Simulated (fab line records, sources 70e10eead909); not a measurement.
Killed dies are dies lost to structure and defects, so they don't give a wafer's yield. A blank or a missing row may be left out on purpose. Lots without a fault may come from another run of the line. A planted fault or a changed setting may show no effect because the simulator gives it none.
Which tool did it? | flow nand_harc | 14 lots, 42 wafers sampled, at 5 steps of a route of 1302

WHAT THE GAUGES READ, wafer by wafer
NHARC_A_CHANNEL_FILL_D1_INSPECT_13. Usual: raw_defect_count 305, standard deviation 110.
lot  | measured     | on                | raw_defect_count | flag
L351 | day 10 15:14 | defect_inspect-01 | 455 248 404      |
L352 | day 11 13:25 | defect_inspect-01 | 180 246 311      |
L353 | day 11 22:04 | defect_inspect-02 | 408 413 532      |
L356 | day 13 02:58 | defect_inspect-02 | 249 176 244      |
L357 | day 13 10:48 | defect_inspect-02 | 439 257 352      |
L363 | day 15 17:28 | defect_inspect-02 | 439 294 369      |
L364 | day 16 13:41 | defect_inspect-01 | 291 345 326      |
L365 | day 17 01:47 | defect_inspect-02 | 196 202 148      |
L368 | day 17 21:53 | defect_inspect-02 | 388 533 396      |
L369 | day 18 13:43 | defect_inspect-01 | 409 248 199      |
L370 | day 19 08:08 | defect_inspect-01 | 222 212 227      |
L371 | day 19 08:10 | defect_inspect-02 | 291 394 331      |
L372 | day 19 21:52 | defect_inspect-01 | 206 230 157      |
L373 | day 20 09:13 | defect_inspect-02 | 342 205 392      |

NHARC_A_ONON_D2_THK_MEAS_08: measures by ellipsometry. Usual: thk_nm 998 nm, standard deviation 9.8.
lot  | measured     | on            | thk_nm (nm)    | flag
L351 | day 12 03:58 | film_metro-01 | 997 1000 998   |
L352 | day 13 01:18 | film_metro-02 | 998 996 998    |
L353 | day 13 10:22 | film_metro-02 | 1005 1007 1006 |
L356 | day 14 16:05 | film_metro-02 | 995 995 996    |
L357 | day 15 01:05 | film_metro-02 | 992 993 993    |
L363 | day 17 07:15 | film_metro-01 | 987 988 988    |
L364 | day 18 03:09 | film_metro-01 | 1009 1009 1009 |
L365 | day 18 21:48 | film_metro-02 | 1004 1004 1003 |
L368 | day 19 10:25 | film_metro-01 | 987 989 987    |
L369 | day 20 07:59 | film_metro-02 | 981 980 981    |
L370 | day 20 21:08 | film_metro-01 | 994 994 995    |
L371 | day 20 21:02 | film_metro-02 | 1005 1005 1007 |
L372 | day 21 11:25 | film_metro-02 | 1003 1002 1002 |
L373 | day 22 00:01 | film_metro-01 | 983 981 982    |

NHARC_A_ONON_D2_THK_MEAS_14: measures by ellipsometry. Usual: thk_nm 1002 nm, standard deviation 8.6.
lot  | measured     | on            | thk_nm (nm)                   | flag
L351 | day 12 05:07 | film_metro-01 | 1001 1000 1001                |
L352 | day 13 02:26 | film_metro-02 | 993 992 990                   |
L353 | day 13 11:29 | film_metro-02 | 1007 1006 1006                |
L356 | day 14 17:13 | film_metro-02 | 1016 1434 1014 1013 1437 1016 | OFF
L357 | day 15 02:14 | film_metro-01 | 995 1416 996 998 1415 996     | OFF
L363 | day 17 08:23 | film_metro-01 | 1002 1004 1003                |
L364 | day 18 04:16 | film_metro-01 | 1021 1019 1019                |
L365 | day 18 22:56 | film_metro-02 | 1017 1017 1020                |
L368 | day 19 11:34 | film_metro-02 | 990 991 991                   |
L369 | day 20 09:08 | film_metro-01 | 994 998 995                   |
L370 | day 20 22:16 | film_metro-02 | 1000 1000 999                 |
L371 | day 20 22:10 | film_metro-02 | 999 1000 997                  |
L372 | day 21 12:34 | film_metro-01 | 998 998 998                   |
L373 | day 22 01:10 | film_metro-01 | 991 991 990                   |

NHARC_END_SORT_01. Usual: killed_at_array 54, standard deviation 17; killed_at_other 1.0, standard deviation 1.4; killed_at_periphery 3.6, standard deviation 2.1; killed_dies 58, standard deviation 17; killed_open 3.2, standard deviation 2; killed_short 2.5, standard deviation 1.5.
lot  | measured     | on        | killed_at_array | killed_at_other | killed_at_periphery | killed_dies | killed_open | killed_short | flag
L351 | day 24 01:03 | prober-02 | 68 63 67        | 0 0 0           | 3 3 9               | 71 66 76    | 2 2 5       | 3 3 2        |
L352 | day 25 02:55 | prober-02 | 49 46 56        | 1 0 3           | 3 4 7               | 53 50 66    | 3 4 7       | 1 1 1        |
L353 | day 25 11:32 | prober-01 | 54 57 59        | 1 0 2           | 2 4 3               | 57 61 64    | 4 6 5       | 4 3 5        |
L356 | day 26 17:59 | prober-01 | 38 675 39       | 1 1 0           | 1 1 1               | 40 677 40   | 0 2 3       | 3 2 1        | OFF
L357 | day 27 05:40 | prober-01 | 61 675 86       | 1 1 3           | 4 1 3               | 66 677 92   | 3 3 2       | 3 1 2        | OFF
L369 | day 32 20:53 | prober-01 | 34 25 32        | 2 1 1           | 3 3 3               | 39 29 36    | 6 3 4       | 5 2 6        |
L372 | day 33 12:15 | prober-02 | 32 24 28        | 0 5 2           | 3 3 2               | 35 32 32    | 6 5 3       | 4 4 5        |

WHICH TOOL RAN EACH LOT (tool, then ch and the chambers of the sampled wafers, then the start)
lot  | NHARC_A_ONON_D2_DEP_12
L351 | pecvd_onon-04 ch 0, day 12 04:35
L352 | pecvd_onon-01 ch 0, day 13 01:55
L353 | pecvd_onon-04 ch 0, day 13 11:02
L356 | pecvd_onon-04 ch 0, day 14 16:43
L357 | pecvd_onon-04 ch 0, day 15 01:43
L363 | pecvd_onon-03 ch 0, day 17 07:53
L364 | pecvd_onon-01 ch 0, day 18 03:49
L365 | pecvd_onon-04 ch 0, day 18 22:25
L368 | pecvd_onon-04 ch 0, day 19 11:03
L369 | pecvd_onon-04 ch 0, day 20 08:37
L370 | pecvd_onon-04 ch 0, day 20 21:49
L371 | pecvd_onon-03 ch 0, day 20 21:46
L372 | pecvd_onon-03 ch 0, day 21 12:07
L373 | pecvd_onon-01 ch 0, day 22 00:39
- NHARC_A_ONON_D2_DEP_12: target thk 1000 nm.

WHAT THE TOOLS THEMSELVES READ (means of the sampled wafers that have a number; where no wafer has one, the mark that the record gives instead)
NHARC_A_ONON_D2_DEP_12. Usual: nh3_flow_sccm 499.7 sccm, standard deviation 1.4.
lot  | tool          | nh3_flow_sccm (sccm) | flag
L351 | pecvd_onon-04 | 499.2                |
L352 | pecvd_onon-01 | 499.9                |
L353 | pecvd_onon-04 | 498.4                |
L356 | pecvd_onon-04 | 499.4                |
L357 | pecvd_onon-04 | 500.0                |
L363 | pecvd_onon-03 | 498.9                |
L364 | pecvd_onon-01 | 499.4                |
L365 | pecvd_onon-04 | 498.6                |
L368 | pecvd_onon-04 | 500.0                |
L369 | pecvd_onon-04 | 501.5                |
L370 | pecvd_onon-04 | 500.7                |
L371 | pecvd_onon-03 | 497.8                |
L372 | pecvd_onon-03 | 499.1                |
L373 | pecvd_onon-01 | 501.2                |

THE ANSWER, worked out from the rows above alone
Rule: a lot is off if the mean of its wafers that have a number lies more than 3 standard deviations from the usual mean. A lot without any number at a reading at which 4 lots or more have one is off too. The other lots that the step has rows for count as sound. The gauges are gone through in route order, then the tools' own readings, and for those a lot's mean is taken as printed above. The first step at which some lot is off is used, and at that step the reading that is off furthest; a lot without a number counts as furthest.
Off: L356, L357, at NHARC_A_ONON_D2_THK_MEAS_14 (thk_nm).
A tool fits if, at a process step before that reading, it ran every lot that is off, and no sound lot after the first of them. The gauges at NHARC_A_ONON_D2_THK_MEAS_14 aren't tried: what is off there is off at NHARC_END_SORT_01 too, on other tools, and a gauge's error can't cause that. None of those tried fits.

WHAT THE SIMULATOR HAD PUT IN
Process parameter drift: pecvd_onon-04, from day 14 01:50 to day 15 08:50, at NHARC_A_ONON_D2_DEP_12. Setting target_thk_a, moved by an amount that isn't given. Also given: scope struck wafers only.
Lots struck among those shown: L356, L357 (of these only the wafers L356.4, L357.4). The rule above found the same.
